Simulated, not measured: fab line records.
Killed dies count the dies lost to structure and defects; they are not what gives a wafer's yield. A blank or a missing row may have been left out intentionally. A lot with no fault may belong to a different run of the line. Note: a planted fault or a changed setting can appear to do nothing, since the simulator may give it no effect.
Chamber matching / flow nandHarc / NHARC_A_M1_STRIP_18 on rieDiel-02 has 4 sister chambers
The step strips in N2/H2. 7 wafers are shown with their chamber, then 7 later ones without.

## WAFERS PAIRED WITH THEIR CHAMBERS
wafer=L082.2; chamber=1; throttleValvePct (%)=14.165; oesProductAu (a.u.)=0.985
wafer=L082.6; chamber=2; throttleValvePct (%)=14.175; oesProductAu (a.u.)=1.011
wafer=L084.1; chamber=0; throttleValvePct (%)=14.175; oesProductAu (a.u.)=1.021
wafer=L084.3; chamber=3; throttleValvePct (%)=14.154; oesProductAu (a.u.)=1.002
wafer=L084.4; chamber=1; throttleValvePct (%)=14.173; oesProductAu (a.u.)=0.999
wafer=L088.1; chamber=2; throttleValvePct (%)=14.173; oesProductAu (a.u.)=1.002
wafer=L088.3; chamber=0; throttleValvePct (%)=14.183; oesProductAu (a.u.)=1.001

## WAFERS MISSING THEIR CHAMBER
wafer=L088.6; throttleValvePct (%)=14.175; oesProductAu (a.u.)=1.003
wafer=L086.2; throttleValvePct (%)=14.168; oesProductAu (a.u.)=1.004
wafer=L086.3; throttleValvePct (%)=14.169; oesProductAu (a.u.)=1.002
wafer=L086.5; throttleValvePct (%)=14.174; oesProductAu (a.u.)=1.014
wafer=L097.1; throttleValvePct (%)=14.163; oesProductAu (a.u.)=1.003
wafer=L097.2; throttleValvePct (%)=14.164; oesProductAu (a.u.)=0.987
wafer=L097.6; throttleValvePct (%)=14.169; oesProductAu (a.u.)=1.014

## CHAMBER TAKEN BY EACH
wafer=L088.6; from the rows above=can't be placed: 2 or 0 or 1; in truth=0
wafer=L086.2; from the rows above=can't be placed: 1 or 2 or 0 or 3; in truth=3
wafer=L086.3; from the rows above=can't be placed: 1 or 2 or 0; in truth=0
wafer=L086.5; from the rows above=can't be placed: 2 or 0 or 1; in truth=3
wafer=L097.1; from the rows above=can't be placed: 1 or 3 or 2 or 0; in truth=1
wafer=L097.2; from the rows above=can't be placed: 1 or 3 or 2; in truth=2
wafer=L097.6; from the rows above=can't be placed: 2 or 1 or 0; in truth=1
Correctly placed: 0 of 7. These rows do not allow placing 7 (true chamber among the candidates in 6). 0 placed wrongly.
How it was worked out, from the rows above alone: a wafer's distance from a chamber is the root of the sum, over the readings, of the square of ((its reading less the chamber's mean) divided by the reading's scatter). The wafer belongs to the nearest chamber; if the next one is less than 2 further off, it can't be placed. The mean given for a chamber averages the wafers shown for that chamber. How the scatter is found: for the shown wafers, subtract from each reading the mean of its chamber, square and add these, divide the total by (wafers less chambers), then take the root.
